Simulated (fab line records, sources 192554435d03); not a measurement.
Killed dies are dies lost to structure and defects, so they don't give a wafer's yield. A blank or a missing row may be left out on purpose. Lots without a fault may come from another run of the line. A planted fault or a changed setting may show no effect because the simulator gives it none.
Split-lot experiment | flow n5_finfet | 7 lots, 21 wafers read, on a route of 1938 steps

THE SPLIT
At N5_SD_EPI_N_COAT_32 (time 60 s, resist thk 350 nm), the setting spin_rpm was moved away from the recipe's 1500 rpm on 6 of the 21 wafers read, by -9.5% to +6.5%. The other wafers ran this setting at the recipe's value.

The reading is taken at the split's own step.

THE READING
SOC_of_SD_EPI_N_COAT_32.thk_nm (the simulator's own value, which no gauge read), in nm, at N5_SD_EPI_N_COAT_32 (time 60 s, resist thk 350 nm). The file gives no usual value for it. The 15 wafers here that ran the recipe average 349.9 nm, standard deviation 0.77 nm.

wafer  | tool, chamber at the split | spin_rpm as run, rpm | against the recipe | SOC_of_SD_EPI_N_COAT_32.thk_nm, nm | against lot-mates on the recipe
L075.2 | litho_track-05, 0          | 1455                 | -3.0%              | 356.2                              | +5.3
L075.3 | litho_track-05, 0          | 1500                 | recipe             | 350.6                              | -
L075.4 | litho_track-05, 0          | 1500                 | recipe             | 351.2                              | -
L078.1 | litho_track-05, 0          | 1500                 | recipe             | 350.2                              | -
L078.2 | litho_track-05, 0          | 1500                 | recipe             | 348.4                              | -
L078.5 | litho_track-05, 0          | 1500                 | recipe             | 350.8                              | -
L080.2 | litho_track-01, 0          | 1500                 | recipe             | 349.8                              | -
L080.4 | litho_track-01, 0          | 1597                 | +6.5%              | 337.4                              | -12.4
L080.6 | litho_track-01, 0          | 1597                 | +6.5%              | 338.2                              | -11.6
L081.3 | litho_track-03, 0          | 1417                 | -5.5%              | 361.2                              | +10.8
L081.5 | litho_track-03, 0          | 1417                 | -5.5%              | 361.2                              | +10.8
L081.6 | litho_track-03, 0          | 1500                 | recipe             | 350.4                              | -
L087.3 | litho_track-03, 0          | 1500                 | recipe             | 350                                | -
L087.4 | litho_track-03, 0          | 1500                 | recipe             | 349.6                              | -
L087.6 | litho_track-03, 0          | 1357                 | -9.5%              | 369.2                              | +19.4
L093.4 | litho_track-01, 0          | 1500                 | recipe             | 350.4                              | -
L093.5 | litho_track-01, 0          | 1500                 | recipe             | 349.6                              | -
L093.6 | litho_track-01, 0          | 1500                 | recipe             | 350                                | -
L096.2 | litho_track-03, 0          | 1500                 | recipe             | 348.4                              | -
L096.4 | litho_track-03, 0          | 1500                 | recipe             | 349.2                              | -
L096.5 | litho_track-03, 0          | 1500                 | recipe             | 349.8                              | -

THE FIT
A straight line over all 21 wafers: SOC_of_SD_EPI_N_COAT_32.thk_nm changes by -1.97 nm for each +1% of spin_rpm; r = -0.99; the points scatter about the line by 0.74 nm.
The same after taking each lot's own level away (the mean of its wafers on the recipe; 21 wafers): -1.94 nm for each +1%; r = -1.00; scatter 0.59 nm.
On that fit, the largest move of spin_rpm shifts the reading by 18 nm.
The lots' own levels span 349.13 to 350.90 nm, that is 2.3 times the standard deviation above.
So the lot-to-lot level changes the slope little: the two slopes agree.
Check: with one of the wafers moved furthest among these (-9.5%) left out of the fit, the line predicts +18 nm for it against its lot-mates. It came out at +19.4 nm against them.

OTHER SPLITS ON THESE WAFERS
These wafers also went through other splits before the reading. Each is held against what the fit with the lots' levels taken away leaves over:
other split on the same wafers | wafers away from the commonest value | r with SOC_of_SD_EPI_N_COAT_32.thk_nm (lot level and that fit taken away)
N5_WELL_APT_COAT_02 spin_rpm   | 7                                    | +0.04

THE FILE'S OWN FIT
SOC_of_SD_EPI_N_COAT_32.thk_nm changes by -1.96 nm for each +1% of spin_rpm, r = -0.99.
